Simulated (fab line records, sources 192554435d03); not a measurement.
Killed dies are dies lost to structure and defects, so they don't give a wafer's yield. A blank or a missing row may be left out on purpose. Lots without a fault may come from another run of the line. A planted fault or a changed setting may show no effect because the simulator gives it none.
fab line records | flow n5_finfet
record lots=7 wafers=19 last_day=18
route steps=1938 shown BEOL_M7@1312 PASSIVATION@1936
lots that met no fault: from a run of the same line without faults
start_h: hours from the record's first day to the start of the lot's first wafer shown | wait_h: hours since the lot's step before | " the same as in the row above | L1.1+2: a row that stands for several wafers | - no value, or no start given | * or withheld: withheld | < > ~ a bound
route shown NAME@n: a module of which the file shows steps, and the number in the route of the first | usual: mean/standard deviation of fault-free wafers | same: alike in all rows | chamber/n: place in a boat | sites: the reading at each site | _std_site: their standard deviation | _edge_site: outer sites' mean less inner sites' | radius_mm: how far each site lies from the wafer's centre | mask NAME#n: copy n | behind: the tool/chamber that last shaped the wafer | hold: why the lot was held/for how many hours/how that ended | device: the transistor (n, p or np) that didn't switch | end of line: the same wafers' tests at the end of the route | a step without rows: its recipe alone | killed: dies lost to structure and defects at the first sort, not the wafer's yield | map: a wafer's dies, x killed, . not, _ none there
set.NAME: the setting as run; set.NAME@STEP: as run at that earlier step | model.NAME: the simulator's own value behind a step, which no gauge read
lots at some steps of the route; a table a step, a row a wafer
services: from which hour (start_h, from the record's first day; less than 0 if before it) a tool's chamber was out of use, for how many hours, and why
## steps
# step N5_BEOL_M7_HM_STRIP_39
# recipe chemistry=peroxide_tin_strip material=TiN target_depth_a=250 temp_c=50 time_s=158
# step N5_BEOL_M7_SRD_40
# recipe time_s=30 temp_c=23 rinse_liquid=diw dry=ipa_marangoni
# step N5_BEOL_M7_PRECLEAN_42
# recipe chemistry=residue_remover time_s=60 temp_c=40
# step N5_BEOL_M7_SRD_43
# recipe time_s=30 temp_c=23 rinse_liquid=diw dry=ipa_marangoni
# step N5_BEOL_M7_CD_MEAS_35
# recipe target_cd_nm=40 polarity=opening
# usual cd_nm=40.1/0.44
# columns lot.wafer tool chamber start_h wait_h cd_nm
L983.3 cd_sem-03 - 200.75 0.0 40.4
L983.4 " - " " 39.9
L983.6 " - " " 40.0
L992.1 cd_sem-02 - 257.42 0.0 39.5
L992.3 " - " " 39.8
L992.6 " - " " 40.5
L997.1 cd_sem-01 - 284.68 0.0 40.6
L997.4 " - " " 40.6
L997.6 " - " " 39.7
L999.4 cd_sem-02 - 288.25 0.0 40.0
L999.5 " - " " 39.9
L996.4 cd_sem-01 - 288.88 0.0 40.7
L996.5 " - " " 40.4
L100.1 cd_sem-02 - 313.50 0.0 39.6
L100.2 " - " " 40.1
L100.4 " - " " 40.6
L104.1 cd_sem-03 - 345.46 0.0 40.5
L104.3 " - " " 40.6
L104.6 " - " " 39.9
# step N5_BEOL_M7_CURE_75
# recipe temp_c=370 time_s=120 ambient=DMADMS/He material=SiCOH_lowk
# usual lamp_power_pct=52.32/0.058 wafer_temp_C_max=372.0/0.56
# columns lot.wafer tool chamber start_h wait_h lamp_power_pct wafer_temp_C_max
L983.3 uv_cure-01 1 201.14 0.4 52.31 371.8
L983.4 " 1 " " 52.27 371.9
L983.6 " 1 " " 52.27 371.3
L992.1 uv_cure-01 2 257.53 0.1 52.32 372.2
L992.3 " 2 " " 52.26 373.1
L992.6 " 2 " " 52.32 372.2
L997.1 uv_cure-01 2 284.72 0.0 52.38 371.8
L997.4 " 2 " " 52.37 372.8
L997.6 " 2 " " 52.35 373.1
L999.4 uv_cure-03 2 288.44 0.2 52.29 371.3
L999.5 " 2 " " 52.37 371.5
L996.4 uv_cure-03 1 289.07 0.2 52.30 372.2
L996.5 " 1 " " 52.32 372.1
L100.1 uv_cure-03 0 314.06 0.6 52.39 371.9
L100.2 " 0 " " 52.28 371.6
L100.4 " 0 " " 52.22 372.2
L104.1 uv_cure-03 0 345.98 0.5 52.20 372.3
L104.3 " 0 " " 52.30 372.1
L104.6 " 0 " " 52.34 371.3
# step N5_BEOL_M7_DEGAS_44
# recipe ambient=vacuum temp_c=250 time_s=60
# step N5_BEOL_M7_PRE_CLEAN_45
# recipe gas=H2/He time_s=30 temp_c=250
# usual heater_power_w=336/37
# columns lot.wafer tool chamber start_h wait_h heater_power_w
L983.3 pvd_sputter-02 - 201.76 0.0 324
L983.4 " - " " 350
L983.6 " - " " 415
L992.1 pvd_sputter-03 - 257.89 0.0 319
L992.3 " - " " 342
L992.6 " - " " 311
L997.1 pvd_sputter-02 - 285.38 0.0 402
L997.4 " - " " 387
L997.6 " - " " 404
L999.4 pvd_sputter-03 - 288.75 0.0 283
L999.5 " - " " 307
L996.4 pvd_sputter-03 - 290.85 0.0 341
L996.5 " - " " 311
L100.1 pvd_sputter-02 - 315.93 0.0 403
L100.2 " - " " 393
L100.4 " - " " 348
L104.1 pvd_sputter-01 - 346.64 0.0 313
L104.3 " - " " 280
L104.6 " - " " 343
# step N5_BEOL_M7_ALD_77
# recipe material=TaN target_thk_a=20 temp_c=275 ald_precursor_family=PDMAT ald_co_reactant=NH3 pressure_torr=3 carrier_flow_sccm=1500 pulse_time_s=2 purge_time_s=3 co_reactant_purge_time_s=2 co_reactant_pulse_time_s=3 ald_cycles=40 precursor_vessel_temp_c=75 precursor_vessel_pressure_torr=26.25 precursor_vessel_carrier_sccm=1000
# usual heater_power_w=409/50
# same purge_time_s=3
# columns lot.wafer tool chamber start_h wait_h heater_power_w since_wet_clean_h
L983.3 ald_metal-02 1 201.82 0.0 416 2942
L983.4 " 3 " " 389 2942
L983.6 " 0 " " 473 -
L992.1 ald_metal-01 0 257.97 0.1 307 4536
L992.3 " 2 " " 391 4536
L992.6 " 1 " " 322 -
L997.1 ald_metal-01 2 285.49 0.1 387 4564
L997.4 " 1 " " 313 4564
L997.6 " 1 " " 316 -
L999.4 ald_metal-02 2 288.82 0.0 405 3029
L999.5 " 0 " " 466 -
L996.4 ald_metal-04 3 290.91 0.0 394 1492
L996.5 " 1 " " 412 -
L100.1 ald_metal-02 2 316.00 0.0 404 3056
L100.2 " 3 " " 401 3056
L100.4 " 1 " " 424 3056
L104.1 ald_metal-04 2 346.82 0.2 430 1548
L104.3 " 1 " " 420 1548
L104.6 " 0 " " 470 -
# step N5_BEOL_M7_SURFACE_TREAT_79
# recipe gas=Ar time_s=* ion_energy_ev=* ion_current_ma_cm2=0.5 pressure_mtorr=* ar_flow_sccm=30
# usual pressure_mtorr=* throttle_valve_pct=*
# columns lot.wafer tool chamber start_h wait_h pressure_mtorr throttle_valve_pct
L983.3 pvd_sputter-01 - 202.37 0.4 * *
L983.4 " - " " * *
L983.6 " - " " * *
L992.1 pvd_sputter-02 - 258.28 0.2 * *
L992.3 " - " " * *
L992.6 " - " " * *
L997.1 pvd_sputter-03 - 285.87 0.2 * *
L997.4 " - " " * *
L997.6 " - " " * *
L999.4 pvd_sputter-01 - 290.40 1.4 * *
L999.5 " - " " * *
L996.4 pvd_sputter-03 - 291.31 0.3 * *
L996.5 " - " " * *
L100.1 pvd_sputter-02 - 316.31 0.2 * *
L100.2 " - " " * *
L100.4 " - " " * *
L104.1 pvd_sputter-02 - 348.78 1.8 * *
L104.3 " - " " * *
L104.6 " - " " * *
# step N5_BEOL_M7_CVD_78
# recipe material=Co target_thk_a=20 temp_c=withheld precursor=CCTBA/H2 pressure_torr=30 time_s=142.3
# step N5_BEOL_M7_SPUTTER_48
# recipe material=Cu target_thk_a=100 temp_c=-20 bias_v=60 power_w=26000 chamber_pressure_pa=0.13 time_s=1.667
# step N5_BEOL_M7_ECD_50
# recipe material=Cu target_thk_a=3000
# columns lot.wafer tool chamber start_h wait_h model.Cu_of_BEOL_M7_ECD_50.thk_nm
L983.3 ecd_cu-02 0 202.78 0.1 309.2
L983.4 " 1 " " 300.6
L983.6 " 0 " " 304.6
L992.1 ecd_cu-02 0 258.72 0.1 301.2
L992.3 " 1 " " 298
L992.6 " 1 " " 297.2
L997.1 ecd_cu-01 1 286.25 0.1 294.6
L997.4 " 1 " " 299.8
L997.6 " 0 " " 297.4
L999.4+5 ecd_cu-01 1 290.78 0.1 150.6
L996.4 ecd_cu-01 0 291.70 0.1 147.8
L996.5 " 0 " " 148.2
L100.1 ecd_cu-01 0 316.63 0.1 297.6
L100.2 " 1 " " 296.2
L100.4 " 1 " " 143.6
L104.1 ecd_cu-02 0 349.10 0.1 301.4
L104.3 " 1 " " 301
L104.6 " 0 " " 304.4
# step N5_BEOL_M7_ANNEAL_51
# recipe temp_c=225 time_s=90 ambient=N2
# usual wafer_temp_C_max=225.89/0.24
# columns lot.wafer tool chamber start_h wait_h wafer_temp_C_max
L983.3 rtp_anneal-02 0 203.21 0.4 225.89
L983.4 " 0 " " 225.57
L983.6 " 0 " " 225.56
L992.1 rtp_anneal-01 0 259.02 0.3 225.75
L992.3 " 0 " " 226.26
L992.6 " 0 " " 225.96
L997.1 rtp_anneal-01 0 286.34 0.1 226.49
L997.4 " 0 " " 226.11
L997.6 " 0 " " 225.74
L999.4 rtp_anneal-01 0 290.98 0.2 225.79
L999.5 " 0 " " 226.19
L996.4 rtp_anneal-01 0 291.90 0.2 225.71
L996.5 " 0 " " 226.03
L100.1 rtp_anneal-01 0 316.72 0.1 225.84
L100.2 " 0 " " 225.70
L100.4 " 0 " " 225.79
L104.1 rtp_anneal-02 0 349.19 0.1 225.68
L104.3 " 0 " " 226.09
L104.6 " 0 " " 225.67
# step N5_BEOL_M7_CMP_52
# recipe stop_on=SiCOH_lowk t_overpolish_s=6.9 down_force_psi=1 platen_rpm=50 clearing_platen_down_force_psi=1.5 clearing_platen_rpm=50 post_cmp_clean=cu_alkaline target_thk_nm=80 clearing_platen_pad_velocity_m_s=0.99484 pad_velocity_m_s=0.99484
# usual motor_current_A=6.0/0.5 time_to_endpoint_s=63.3/2.5
# columns lot.wafer tool chamber start_h wait_h motor_current_A time_to_endpoint_s
L983.3 cmp-01 3 203.42 0.2 5.2 68.4
L983.4 " 2 " " 6.6 64.9
L983.6 " 3 " " 4.9 64.7
L992.1 cmp-02 3 259.32 0.3 6.2 62.4
L992.3 " 0 " " 6.4 61.8
L992.6 " 0 " " 6.6 57.6
L997.4 cmp-01 3 286.64 0.1 5.0 67.9
L997.1 " 2 " " 6.4 60.3
L997.6 " 3 " " 5.2 65.1
L999.4 cmp-02 1 291.22 0.2 5.8 29.8
L999.5 " 3 " " 6.0 29.2
L996.4 cmp-01 3 292.14 0.2 4.8 31.8
L996.5 " 2 " " 6.3 30.1
L100.1 cmp-01 1 317.02 0.3 6.0 63.1
L100.2 " 3 " " 5.2 62.8
L100.4 " 0 " " 6.5 29.5
L104.1 cmp-02 1 349.49 0.3 5.3 69.8
L104.3 " 0 " " 6.4 68.3
L104.6 " 2 " " 5.8 67.2
# step N5_BEOL_M7_THK_MEAS_53
# recipe thk_meas_gauge=xrf reads=Cu_of_BEOL_M7_ECD_50
# usual M7_THK=79.9/2
# columns lot.wafer tool chamber start_h wait_h M7_THK[nm]
L983.3 film_metro-02 - 203.71 - 77.8
L983.4 " - " " 78.1
L983.6 " - " " 81.5
L992.1 film_metro-01 - 259.61 - 77.9
L992.3 " - " " 79.4
L992.6 " - " " 79.2
L997.1 film_metro-02 - 286.94 - 82.6
L997.4 " - " " 85.4
L997.6 " - " " 81.4
L999.4 film_metro-02 - 291.44 - 77.6
L999.5 " - " " 78.2
L996.4 film_metro-02 - 292.36 - 80.1
L996.5 " - " " 80.0
L100.1 film_metro-01 - 317.31 - 79.8
L100.2 " - " " 79.9
L100.4 " - " " 78.7
L104.1 film_metro-01 - 349.79 - 80.6
L104.3 " - " " 80.1
L104.6 " - " " 79.4
# step N5_PASSIVATION_PROBE_49
# usual defect_limited_yield=91.4/1.6 killed_at_M0_to_M3=34/12 killed_at_M4_up=13/5.2 killed_at_contacts=11/5.5 killed_at_front_end=40/13 killed_at_other=3.4/2.7 killed_dies=102/19 killed_open=66/15 killed_short=33/7.9 sort_bin_5_function=5.1/1.1 sort_bin_6_memory=3.2/0.7 sort_n_pass=1078/19 sort_yield_pct=91.4/1.6
# same gross_dies=1180 killed_at_back_side=0 sort_bin_4_leakage[%]=0 sort_bin_8_speed[%]=0
# columns lot.wafer tool chamber start_h wait_h defect_limited_yield[%] killed_at_M0_to_M3 killed_at_M4_up killed_at_contacts killed_at_front_end killed_at_other killed_dies killed_open killed_short sort_bin_5_function[%] sort_bin_6_memory[%] sort_n_pass sort_yield_pct[%]
L997.4 prober-02 - 371.93 0.2 94.2 11 8 12 33 4 68 47 16 3.3 1.9 1112 94.2
# killed by level:class
L997.4 MOL_CONTACT_COAG:geometric_particle:open=12 FIN_SAQP:geometric_particle:open=10 DUMMY_GATE:geometric_particle:open=8 FIN_SAQP:geometric_particle:short=5 BEOL_M9:geometric_particle:open=4 PASS1_CAP:geometric_particle:short=4 HKMG_FIN:area_etch=3 GATE_CUT:geometric_particle:short=2
## services
# columns tool chamber start_h hours kind
uv_cure-01 - 177.16 1.0 pm
ald_metal-01 - 181.28 2.8 pm
ecd_cu-02 - 194.84 1.7 repair
uv_cure-03 - 205.77 1.0 pm
ecd_cu-01 - 213.73 5.5 pm
cmp-02 - 215.18 2.3 repair
ald_metal-04 - 228.99 1.1 repair
cmp-01 - 230.12 0.3 repair
uv_cure-01 - 233.67 7.5 pm
uv_cure-03 - 241.28 22.2 pm
ald_metal-01 3 245.35 4.3 repair
ecd_cu-02 - 247.89 1.5 repair
ald_metal-04 1 272.02 8.0 repair
cmp-01 - 277.20 1.9 repair
cmp-02 - 288.98 0.9 repair
cmp-01 - 292.69 1.4 repair
cmp-01 - 298.24 4.0 pm
ecd_cu-02 - 298.86 2.1 repair
cmp-01 - 302.24 - consumable_replace:conditioner
cmp-01 - 302.24 - consumable_replace:pad
cmp-01 - 314.04 0.4 repair
pvd_sputter-02 - 335.43 2.0 repair
cmp-02 - 341.88 5.1 pm
cmp-01 - 347.00 11.2 pm
## key
first_sign step=N5_BEOL_M7_CMP_52 reading=time_to_endpoint_s direction=down sigmas=13 usual=* struck=*
effect none on later readings
model_effect step=N5_BEOL_M7_ECD_50 value=Cu_of_BEOL_M7_ECD_50.thk_nm without=300 struck=148.2
met_at N5_BEOL_M7_ECD_50
struck_wafers L996.4,L996.5,L999.4,L999.5,L100.4
onset_between 286.25 290.78
fault kind=process_parameter_drift tool=ecd_cu-01 chamber=- onset_h=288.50 steps=N5_BEOL_M7_ECD_50 channel=target_thk_a offset=* shape=step end_h=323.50 scope=struck_wafers_only acts_in=* stated=*
